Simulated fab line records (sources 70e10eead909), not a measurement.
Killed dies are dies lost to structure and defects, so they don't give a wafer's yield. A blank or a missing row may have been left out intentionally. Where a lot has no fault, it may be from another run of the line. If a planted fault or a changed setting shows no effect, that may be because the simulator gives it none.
Chamber matching + flow nand-harc + NHARC_A_STAIRCASE_DESCUM_270 on rie-diel-13 has 4 sister chambers
The step chemistry O2, time 3 s. 16 wafers are shown with their chamber, then 8 later ones without.

WAFERS, EACH WITH ITS CHAMBER
| wafer  | chamber | showerhead-plenum-p-Torr (Torr) | rf-vpp-V (V) | oes-product-au (a.u.) |
|--------|---------|---------------------------------|--------------|-----------------------|
| L077.2 | 2       | 1.98                            | 59.2         | 1.004                 |
| L077.3 | 0       | 1.98                            | 59.2         | 1.006                 |
| L077.6 | 3       | 2.07                            | 58.8         | 0.998                 |
| L080.2 | 0       | 1.98                            | 58.1         | 1.006                 |
| L080.3 | 2       | 1.98                            | 59.9         | 0.982                 |
| L080.4 | 3       | 2.07                            | 57.5         | 0.992                 |
| L082.3 | 1       | 1.98                            | 58.5         | 0.994                 |
| L082.5 | 3       | 2.06                            | 59.5         | 1.001                 |
| L082.6 | 0       | 1.98                            | 56.9         | 0.995                 |
| L088.3 | 3       | 2.06                            | 58.4         | 0.985                 |
| L088.4 | 0       | 1.97                            | 58.3         | 1.008                 |
| L088.6 | 1       | 1.97                            | 58.0         | 0.994                 |
| L090.2 | 1       | 1.97                            | 56.7         | 1.016                 |
| L090.5 | 1       | 1.97                            | 57.5         | 1.005                 |
| L090.6 | 0       | 1.97                            | 58.6         | 1.024                 |
| L091.2 | 0       | 1.97                            | 57.3         | 1.017                 |

SIGNATURES (means of the wafers above)
| reading                  | chamber 0 | chamber 1 | chamber 2 | chamber 3 | scatter within a chamber |
|--------------------------|-----------|-----------|-----------|-----------|--------------------------|
| showerhead-plenum-p-Torr | 1.9750    | 1.9725    | 1.9800    | 2.0650    | 0.0052                   |
| rf-vpp-V                 | 58.067    | 57.675    | 59.550    | 58.550    | 0.8                      |
| oes-product-au           | 1.00933   | 1.00225   | 0.99300   | 0.99400   | 0.0101                   |
Rule: distance of a wafer from a chamber = root of the sum over the readings of ((wafer's reading minus chamber's mean) / reading's scatter) squared. The wafer belongs to the nearest chamber; if the next one is less than 2 further off, it can't be placed. The scatter: take each reading less its chamber's mean, square it, sum over the shown wafers, divide by the number of wafers less the number of chambers, and take the root.

WAFERS MISSING THEIR CHAMBER
| wafer  | showerhead-plenum-p-Torr (Torr) | rf-vpp-V (V) | oes-product-au (a.u.) |
|--------|---------------------------------|--------------|-----------------------|
| L091.4 | 2.06                            | 59.1         | 0.978                 |
| L091.5 | 1.97                            | 56.9         | 1.015                 |
| L094.2 | 2.05                            | 57.1         | 0.997                 |
| L094.4 | 1.96                            | 58.4         | 1.001                 |
| L094.5 | 1.97                            | 58.8         | 0.996                 |
| L097.1 | 1.96                            | 57.0         | 0.999                 |
| L097.2 | 2.05                            | 59.7         | 0.997                 |
| L097.3 | 1.96                            | 57.6         | 0.998                 |

EACH ONE'S CHAMBER
| wafer  | from the rows above          | in truth |
|--------|------------------------------|----------|
| L091.4 | 3                            | 3        |
| L091.5 | can't be placed: 1 or 0      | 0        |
| L094.2 | 3                            | 3        |
| L094.4 | can't be placed: 1 or 0 or 2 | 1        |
| L094.5 | can't be placed: 1 or 0 or 2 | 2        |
| L097.1 | can't be placed: 1 or 0      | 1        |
| L097.2 | 3                            | 3        |
| L097.3 | can't be placed: 1 or 0      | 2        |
Correct placement for 3 of the 8. Unplaceable from these rows: 5, with the true chamber sitting among the candidates in 4. 0 placed wrongly.
